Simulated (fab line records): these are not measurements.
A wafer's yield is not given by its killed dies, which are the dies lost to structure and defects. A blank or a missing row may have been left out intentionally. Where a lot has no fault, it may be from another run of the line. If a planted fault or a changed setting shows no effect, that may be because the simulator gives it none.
Which of the tools did it? -- flow n5 finfet -- at 1 step of a route of 1938, 12 lots with 36 wafers sampled

## WHAT THE GAUGES READ, wafer by wafer
N5_FIN_SAQP_CD_MEAS_37: target cd 8 nm.
lot,measured,on,cd nm (nm)
L075,day 2 09:29,cd sem-01,8.07 8.14 7.88
L077,day 2 19:50,cd sem-01,8.32 8.12 8.07
L079,day 3 08:10,cd sem-02,8.60 8.14 8.18
L081,day 3 20:16,cd sem-03,7.88 8.26 8.27
L083,day 4 10:35,cd sem-01,7.96 8.33 8.26
L085,day 4 21:18,cd sem-03,8.27 8.12 7.83
L087,day 5 09:36,cd sem-03,8.09 8.30 7.80
L089,day 5 20:26,cd sem-01,7.67 7.95 8.28
L091,day 6 09:07,cd sem-02,7.64 8.39 7.76
L093,day 6 21:55,cd sem-03,8.01 8.17 8.33
L095,day 7 09:11,cd sem-01,7.83 8.41 8.06
L097,day 7 20:11,cd sem-02,8.00 8.40 8.13

## EACH LOT AND THE TOOL THAT RAN IT (in order: tool; ch and the chambers of the sampled wafers; start)
The record holds no process step before these readings.

## THE ANSWER, worked out from the rows above alone
Rule: the lots themselves supply what counts as usual. The widest of any qualifying gaps counts: lots, ordered by their means at a reading, are off when they make up no more than a third of the lots, leave a main group of 4 or more, and stand apart from it by 3 or more times the standard deviation of that group's means. Not used: any main group whose means are identical at the precision the tables above print for the reading. Also off: a lot with no number at a reading for which 4 or more lots have one. Any other lot the step has rows for is counted as sound.
Across all readings shown, no lot is off: no conclusion can be drawn from this.

## WHAT HAD BEEN PUT IN BY THE SIMULATOR
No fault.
